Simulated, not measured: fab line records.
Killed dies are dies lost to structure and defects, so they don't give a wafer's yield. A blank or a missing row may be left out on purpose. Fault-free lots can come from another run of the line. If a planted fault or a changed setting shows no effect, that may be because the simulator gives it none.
Tool commonality check | flow n5-finfet | 27 wafers sampled across 9 lots

## REASON IT WAS OPENED
On 2 of the 9 lots, a flag is raised at N5_BEOL_M4_INSPECT_13 on the reading raw-defect-count. Fault-free wafers read 384, with a standard deviation of 92.
Rule: a lot gets a flag if all its wafers with a number sit over 4 standard deviations from that mean, or if no wafer of it has a number. As for the other lots, they are considered sound.

lot  | measured     | on                | raw-defect-count, wafer by wafer | flag
L786 | day 8 00:48  | defect-inspect-02 | 362 364 245                      |
L789 | day 8 07:19  | defect-inspect-01 | 357 388 402                      |
L790 | day 8 15:51  | defect-inspect-01 | 559 477 407                      |
L792 | day 9 03:13  | defect-inspect-01 | 355 296 340                      |
L795 | day 10 01:10 | defect-inspect-01 | 321 264 192                      |
L801 | day 11 09:52 | defect-inspect-02 | 614 470 417                      |
L802 | day 11 19:31 | defect-inspect-02 | 1298 1182 1269                   | FLAGGED
L803 | day 11 21:14 | defect-inspect-02 | 1215 1369 1293                   | FLAGGED
L808 | day 13 15:32 | defect-inspect-01 | 334 383 366                      |
On average the flagged lots' numbers are 1271, which is +887 against the usual, or +10 standard deviations.

## EACH LOT AND THE TOOL IT RAN ON
The record holds 3 process steps before the reading, out of a route of 1938 steps. Every cell lists first the tool, next ch and the chambers used by the sampled wafers, and last the start.
lot  | flag    | N5_BEOL_M3_ANNEAL_51             | N5_BEOL_M3_PRE_CLEAN_60          | N5_BEOL_M4_HM_DEP_02
L786 |         | rtp-anneal-02 ch 0, day 7 21:32  | cvd-co-01 ch 0,1,2, day 7 22:04  | pvd-sputter-02, day 8 00:19
L789 |         | rtp-anneal-01 ch 0, day 8 03:38  | cvd-co-02 ch 0,1,2, day 8 04:16  | pvd-sputter-02, day 8 06:43
L790 |         | rtp-anneal-01 ch 0, day 8 13:29  | cvd-co-01 ch 0,1, day 8 14:07    | pvd-sputter-02, day 8 15:22
L792 |         | rtp-anneal-02 ch 0, day 9 00:46  | cvd-co-01 ch 0,1, day 9 01:20    | pvd-sputter-03, day 9 02:43
L795 |         | rtp-anneal-02 ch 0, day 9 22:51  | cvd-co-01 ch 0,1,2, day 9 23:26  | pvd-sputter-01, day 10 00:34
L801 |         | rtp-anneal-01 ch 0, day 11 07:29 | cvd-co-02 ch 1,2, day 11 08:04   | pvd-sputter-01, day 11 09:10
L802 | FLAGGED | rtp-anneal-01 ch 0, day 11 15:23 | cvd-co-01 ch 0,2, day 11 15:58   | pvd-sputter-01, day 11 18:55
L803 | FLAGGED | rtp-anneal-02 ch 0, day 11 18:47 | cvd-co-01 ch 0,1,2, day 11 19:25 | pvd-sputter-01, day 11 20:45
L808 |         | rtp-anneal-02 ch 0, day 13 13:34 | cvd-co-02 ch 0,1, day 13 14:18   | pvd-sputter-03, day 13 14:55
What these steps do:
- N5_BEOL_M3_ANNEAL_51: time 90 s.
- N5_BEOL_M3_PRE_CLEAN_60: time 15 s.
- N5_BEOL_M4_HM_DEP_02: deposits TiN, target thk 20 nm.
- N5_BEOL_M4_INSPECT_13: inspects for defects (brightfield).

## FLAGGED OVER TOTAL, TOOL BY TOOL (the gauges that took the reading come last)
step                    | tool              | lots run | flagged | share of the flagged lots | sound lots run after its first flagged lot
N5_BEOL_M3_ANNEAL_51    | rtp-anneal-01     | 4        | 1       | some                      | 0
N5_BEOL_M3_ANNEAL_51    | rtp-anneal-02     | 5        | 1       | some                      | 1 (L808)
N5_BEOL_M3_PRE_CLEAN_60 | cvd-co-01         | 6        | 2       | all                       | 0
N5_BEOL_M3_PRE_CLEAN_60 | cvd-co-02         | 3        | 0       | none                      | -
N5_BEOL_M4_HM_DEP_02    | pvd-sputter-01    | 4        | 2       | all                       | 0
N5_BEOL_M4_HM_DEP_02    | pvd-sputter-02    | 3        | 0       | none                      | -
N5_BEOL_M4_HM_DEP_02    | pvd-sputter-03    | 2        | 0       | none                      | -
N5_BEOL_M4_INSPECT_13   | defect-inspect-01 | 5        | 0       | none                      | -
N5_BEOL_M4_INSPECT_13   | defect-inspect-02 | 4        | 2       | all                       | 0

## WHAT THE TABLE PERMITS
Rows of the table that ran every flagged lot, 3 in all: cvd-co-01 at N5_BEOL_M3_PRE_CLEAN_60, pvd-sputter-01 at N5_BEOL_M4_HM_DEP_02, defect-inspect-02 at N5_BEOL_M4_INSPECT_13.
- cvd-co-01 at N5_BEOL_M3_PRE_CLEAN_60: 2 of its 6 lots flagged. It ran its last sound lot, L795, at day 9 23:26 and its first flagged lot, L802, at day 11 15:58: a fault with its onset between the two fits.
- pvd-sputter-01 at N5_BEOL_M4_HM_DEP_02: 2 of its 4 lots flagged. It ran its last sound lot, L801, at day 11 09:10 and its first flagged lot, L802, at day 11 18:55: a fault with its onset between the two fits.
- defect-inspect-02 at N5_BEOL_M4_INSPECT_13: 2 of its 4 lots flagged. It ran its last sound lot, L801, at day 11 09:52 and its first flagged lot, L802, at day 11 19:31: a fault with its onset between the two fits.
A lot count leaves these 3 tools indistinguishable: every one of them fits a fault beginning at some hour. More lots, or a look at what each step does to the wafer, might.

## WHAT HAD BEEN PUT IN BY THE SIMULATOR
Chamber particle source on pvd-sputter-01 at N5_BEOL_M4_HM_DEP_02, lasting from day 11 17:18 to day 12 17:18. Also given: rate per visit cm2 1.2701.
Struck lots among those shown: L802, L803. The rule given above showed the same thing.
